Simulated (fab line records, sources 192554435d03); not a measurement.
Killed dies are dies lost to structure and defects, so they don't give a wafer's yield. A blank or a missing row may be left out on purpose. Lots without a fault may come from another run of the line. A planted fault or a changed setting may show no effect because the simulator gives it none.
fab line records | flow n5_finfet | part 2 of 2: steps 19 to 29 of 29
record lots=5 wafers=15 last_day=17
route steps=1938 shown DUMMY_GATE@240 SPACER0@258 SD_EPI_N@262
lots that met no fault: from a run of the same line without faults
start_h: hours from the record's first day to the start of the lot's first wafer shown | wait_h: hours since the lot's step before | " the same as in the row above | L1.1+2: a row that stands for several wafers | - no value, or no start given | * or withheld: withheld | < > ~ a bound
route shown NAME@n: a module of which the file shows steps, and the number in the route of the first | usual: mean/standard deviation of fault-free wafers | same: alike in all rows | chamber/n: place in a boat | sites: the reading at each site | _std_site: their standard deviation | _edge_site: outer sites' mean less inner sites' | radius_mm: how far each site lies from the wafer's centre | mask NAME#n: copy n | behind: the tool/chamber that last shaped the wafer | hold: why the lot was held/for how many hours/how that ended | device: the transistor (n, p or np) that didn't switch | end of line: the same wafers' tests at the end of the route | a step without rows: its recipe alone | killed: dies lost to structure and defects at the first sort, not the wafer's yield | map: a wafer's dies, x killed, . not, _ none there
set.NAME: the setting as run; set.NAME@STEP: as run at that earlier step | model.NAME: the simulator's own value behind a step, which no gauge read
lots at some steps of the route; a table a step, a row a wafer
services: from which hour (start_h, from the record's first day; less than 0 if before it) a tool's chamber was out of use, for how many hours, and why
## steps
# step N5_SPACER0_ALD_07
# recipe material=SiNx target_thk_a=20 temp_c=400 ald_precursor_family=SiH2I2 ald_co_reactant=N2/H2-plasma pressure_torr=2
# usual heater_power_outer_w=517/48 heater_power_w=842/55
# columns lot.wafer tool chamber start_h wait_h heater_power_outer_w heater_power_w since_wet_clean_h
L074.1 ald_sin-04 3 47.48 0.0 507 840 328
L074.2 " 0 " " 622 952 328
L074.4 " 1 " " 455 765 328
L075.1 ald_sin-04 2 54.64 0.0 504 835 335
L075.4 " 0 " " 632 935 335
L075.6 " 3 " " 495 832 -
L079.2 ald_sin-04 1 80.17 1.2 456 777 361
L079.4 " 3 " " 504 840 361
L079.5 " 0 " " 612 954 -
L089.2 ald_sin-03 1 136.12 0.0 530 874 231
L089.4 " 0 " " 468 805 231
L089.5 " 0 " " 465 818 -
L092.1 ald_sin-04 3 155.56 0.2 483 810 56
L092.4 " 0 " " 578 930 56
L092.5 " 0 " " 591 910 -
# step N5_SPACER0_ALD_00
# recipe material=SiOCN target_thk_a=35 temp_c=400 ald_precursor_family=alkyl-aminosilane ald_co_reactant=O2/N2-plasma pulse_time_s=3 purge_time_s=2 co_reactant_purge_time_s=2 ald_cycles=58 pressure_torr=2
# usual heater_power_outer_w=517/48 heater_power_w=843/55 precursor_pulse_height_rel=1.001/0.021
# same co_reactant_purge_time_s=2
# columns lot.wafer tool chamber start_h wait_h heater_power_outer_w heater_power_w precursor_pulse_height_rel since_wet_clean_h
L074.1 ald_sin-04 3 47.63 0.1 503 823 1.008 328
L074.2 " 0 " " 629 950 1.008 328
L074.4 " 1 " " 463 774 1.030 328
L075.1 ald_sin-04 2 54.80 0.1 493 841 1.010 336
L075.4 " 0 " " 623 987 0.998 336
L075.6 " 3 " " 504 847 1.002 -
L079.2 ald_sin-04 1 80.32 0.1 454 763 1.001 361
L079.4 " 3 " " 485 846 1.037 361
L079.5 " 0 " " 614 951 1.023 -
L089.2 ald_sin-03 1 136.28 0.1 543 865 1.025 232
L089.4 " 0 " " 463 791 1.009 232
L089.5 " 0 " " 466 796 0.975 -
L092.1 ald_sin-04 3 155.71 0.1 485 811 0.981 56
L092.4 " 0 " " 597 946 1.012 56
L092.5 " 0 " " 593 933 0.968 -
# step N5_SPACER0_ALD_08
# recipe material=SiNx target_thk_a=20 temp_c=400 ald_precursor_family=SiH2I2 ald_co_reactant=N2/H2-plasma pressure_torr=2
# usual heater_power_outer_w=517/47 heater_power_w=843/53
# columns lot.wafer tool chamber start_h wait_h heater_power_outer_w heater_power_w since_wet_clean_h
L074.1 ald_sin-04 3 47.89 0.1 510 858 329
L074.2 " 0 " " 614 973 329
L074.4 " 1 " " 461 778 329
L075.1 ald_sin-04 2 55.05 0.1 495 839 336
L075.4 " 0 " " 615 972 336
L075.6 " 3 " " 496 838 -
L079.2 ald_sin-04 1 80.58 0.1 454 782 361
L079.4 " 3 " " 491 817 361
L079.5 " 0 " " 658 948 -
L089.2 ald_sin-03 1 136.53 0.1 527 869 232
L089.4 " 0 " " 460 813 232
L089.5 " 0 " " 467 802 -
L092.1 ald_sin-04 3 155.97 0.1 492 797 56
L092.4 " 0 " " 576 931 56
L092.5 " 0 " " 588 923 -
# step N5_SPACER0_INSPECT_04
# recipe inspect_instrument=darkfield mode=post_dep
# usual raw_defect_count=143/34
# columns lot.wafer tool chamber start_h wait_h raw_defect_count
L074.1 defect_inspect-02 - 48.04 0.1 190
L074.2 " - " " 144
L074.4 " - " " 168
L075.1 defect_inspect-02 - 55.21 0.1 118
L075.4 " - " " 102
L075.6 " - " " 152
L079.2 defect_inspect-02 - 80.74 0.1 159
L079.4 " - " " 149
L079.5 " - " " 119
L089.2 defect_inspect-01 - 136.69 0.1 114
L089.4 " - " " 143
L089.5 " - " " 172
L092.1 defect_inspect-02 - 156.13 0.1 109
L092.4 " - " " 125
L092.5 " - " " 110
# step N5_SD_EPI_N_COAT_32
# recipe resist=SOC temp_c=250 time_s=60 spin_rpm=1500 resist_thk_nm=350
# usual heater_power_total_W=500.3/1.9
# columns lot.wafer tool chamber start_h wait_h heater_power_total_W
L074.1 litho_track-01 0 48.08 0.0 502.9
L074.2 " 0 " " 497.6
L074.4 " 0 " " 502.8
L075.1 litho_track-02 0 55.24 0.0 500.2
L075.4 " 0 " " 499.1
L075.6 " 0 " " 497.9
L079.2 litho_track-04 0 80.77 0.0 498.5
L079.4 " 0 " " 498.8
L079.5 " 0 " " 501.3
L089.2 litho_track-04 0 136.72 0.0 498.2
L089.4 " 0 " " 501.2
L089.5 " 0 " " 502.8
L092.1 litho_track-01 0 156.16 0.0 501.4
L092.4 " 0 " " 498.5
L092.5 " 0 " " 500.0
# step N5_SD_EPI_N_COAT_33
# recipe resist=SiARC temp_c=220 time_s=60 spin_rpm=1500 resist_thk_nm=35
# usual heater_power_total_W=427.6/2.3
# columns lot.wafer tool chamber start_h wait_h heater_power_total_W
L074.1 litho_track-01 0 - - 427.8
L074.2 " 0 " " 430.6
L074.4 " 0 " " 430.5
L075.1 litho_track-02 0 - - 425.0
L075.4 " 0 " " 430.5
L075.6 " 0 " " 430.5
L079.2 litho_track-04 0 - - 426.8
L079.4 " 0 " " 430.6
L079.5 " 0 " " 427.2
L089.2 litho_track-04 0 - - 424.6
L089.4 " 0 " " 425.4
L089.5 " 0 " " 425.9
L092.1 litho_track-01 0 - - 430.6
L092.4 " 0 " " 430.8
L092.5 " 0 " " 424.9
# step N5_SD_EPI_N_COAT_03
# recipe resist=CAR-ArF-block spin_rpm=1500 resist_thk_nm=150
# columns lot.wafer tool chamber start_h wait_h
L074.1+2+4 litho_track-01 0 - -
L075.1+4+6 litho_track-02 0 - -
L079.2+4+5 litho_track-04 0 - -
L089.2+4+5 litho_track-04 0 - -
L092.1+4+5 litho_track-01 0 - -
# step N5_SD_EPI_N_EBR_05
# recipe solvent=PGMEA ebr_width_mm=1.5
# columns lot.wafer tool chamber start_h wait_h
L074.1+2+4 litho_track-01 0 - -
L075.1+4+6 litho_track-02 0 - -
L079.2+4+5 litho_track-04 0 - -
L089.2+4+5 litho_track-04 0 - -
L092.1+4+5 litho_track-01 0 - -
# step N5_SD_EPI_N_SOFTBAKE_04
# recipe temp_c=110 time_s=60 resist=CAR-ArF-block
# usual heater_power_total_W=175.2/1.6
# columns lot.wafer tool chamber start_h wait_h heater_power_total_W
L074.1 litho_track-01 0 - - 174.4
L074.2 " 0 " " 173.8
L074.4 " 0 " " 175.0
L075.1 litho_track-02 0 - - 173.1
L075.4 " 0 " " 173.9
L075.6 " 0 " " 175.1
L079.2 litho_track-04 0 - - 172.9
L079.4 " 0 " " 175.3
L079.5 " 0 " " 174.1
L089.2 litho_track-04 0 - - 173.7
L089.4 " 0 " " 175.0
L089.5 " 0 " " 175.6
L092.1 litho_track-01 0 - - 175.3
L092.4 " 0 " " 175.9
L092.5 " 0 " " 173.1
# step N5_SD_EPI_N_EXPOSE_06
# recipe mask_id=SD_N_BLK na=1.35 source_shape=conventional sigma_outer=0.8 polarization=unpolarized target_cd_nm=120 dose_mj=39.75
# same sigma_outer=0.8
# columns lot.wafer tool chamber start_h wait_h mask
L074.1+2+4 arfi_scanner-02 0 48.19 - SD_N_BLK#0
L075.1+4+6 arfi_scanner-01 0 55.49 - SD_N_BLK#0
L079.2+4+5 arfi_scanner-03 0 81.02 - SD_N_BLK#0
L089.2+4+5 arfi_scanner-02 0 136.99 - SD_N_BLK#0
L092.1+4+5 arfi_scanner-01 0 156.40 - SD_N_BLK#0
# step N5_SD_EPI_N_PEB_07
# recipe peb_temp_c=110 peb_time_s=60 resist=CAR-ArF-block
# usual heater_power_total_W=175.2/1.6
# columns lot.wafer tool chamber start_h wait_h heater_power_total_W
L074.1 litho_track-02 0 48.25 0.1 174.4
L074.2 " 0 " " 177.3
L074.4 " 0 " " 177.6
L075.1 litho_track-02 0 55.54 0.1 173.0
L075.4 " 0 " " 175.6
L075.6 " 0 " " 177.0
L079.2 litho_track-02 0 81.07 0.0 177.2
L079.4 " 0 " " 173.4
L079.5 " 0 " " 176.5
L089.2 litho_track-02 0 137.04 0.0 173.0
L089.4 " 0 " " 173.0
L089.5 " 0 " " 175.6
L092.1 litho_track-04 0 156.46 0.1 176.2
L092.4 " 0 " " 177.3
L092.5 " 0 " " 175.4
## services
# columns tool chamber start_h hours kind
rie_diel-03 0 22.59 6.4 repair
ald_sin-03 2 27.73 7.2 repair
arfi_scanner-02 - 28.92 1.0 pm
rie_si-05 - 34.78 14.6 pm
arfi_scanner-02 - 39.38 1.0 repair
arfi_scanner-01 - 41.21 0.8 pm
arfi_scanner-01 - 42.22 6.2 repair
ald_sin-03 - 55.42 2.8 pm
arfi_scanner-02 - 55.91 1.0 pm
arfi_scanner-01 - 57.22 1.0 pm
ald_sin-04 1 65.57 9.8 repair
ald_sin-03 - 65.73 0.5 repair
ald_sin-04 - 85.55 14.0 pm
rie_si-05 1 97.60 11.9 repair
arfi_scanner-02 - 99.92 0.6 repair
arfi_scanner-02 - 101.05 10.1 repair
arfi_scanner-02 - 113.50 0.8 pm
rie_diel-04 2 115.56 19.2 repair
rie_si-05 2 116.98 2.2 repair
rie_si-05 - 124.04 0.4 repair
rie_si-06 - 137.66 14.6 pm
rie_diel-01 3 139.01 5.3 repair
rie_diel-04 2 153.49 7.9 repair
rie_diel-03 2 154.27 4.0 repair
